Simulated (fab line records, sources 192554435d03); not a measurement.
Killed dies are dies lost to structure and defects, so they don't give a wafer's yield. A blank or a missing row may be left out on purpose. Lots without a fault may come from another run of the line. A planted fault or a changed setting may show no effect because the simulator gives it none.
Chamber matching | flow n5_finfet | N5_BEOL_M4_CMP_52 on cmp-03: 4 sister chambers
The step polishes, stops on SiOC, t overpolish 6.8 s, target thk 40 nm. 4 wafers are shown with their chamber, then 12 later ones without.

WAFERS WITH THEIR CHAMBER
wafer  | chamber | motor_current_A (A)
L087.3 | 3       | 4.9
L087.4 | 1       | 5.6
L088.4 | 2       | 6.9
L088.5 | 0       | 6.9

WAFERS WITHOUT THEIR CHAMBER
wafer  | motor_current_A (A)
L092.2 | 5.6
L092.3 | 5.0
L092.4 | 6.7
L093.1 | 4.5
L093.2 | 6.5
L093.4 | 7.5
L095.2 | 7.3
L095.3 | 5.5
L095.4 | 4.7
L096.3 | 4.8
L096.5 | 6.6
L096.6 | 4.5

WHICH CHAMBER EACH WENT THROUGH
wafer  | from the rows above          | in truth
L092.2 | 1                            | 1
L092.3 | can't be placed: 3 or 1      | 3
L092.4 | can't be placed: 0 or 2      | 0
L093.1 | 3                            | 3
L093.2 | can't be placed: 0 or 2 or 1 | 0
L093.4 | can't be placed: 0 or 2      | 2
L095.2 | can't be placed: 0 or 2      | 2
L095.3 | can't be placed: 1 or 3      | 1
L095.4 | 3                            | 3
L096.3 | 3                            | 3
L096.5 | can't be placed: 0 or 2      | 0
L096.6 | 3                            | 3
Placed correctly: 5 of 12. Can't be placed from these rows: 7 (the true chamber is among the candidates in 7). Placed wrongly: 0.
How it was worked out, from the rows above alone: a wafer's distance from a chamber is the root of the sum, over the readings, of the square of ((its reading less the chamber's mean) divided by the reading's scatter). The wafer belongs to the nearest chamber; if the next one is less than 2 further off, it can't be placed. A chamber's mean is the mean of its shown wafers. The scatter: with one shown wafer a chamber, the root of the mean of the squares of how far each hidden wafer lies from its nearest shown one.
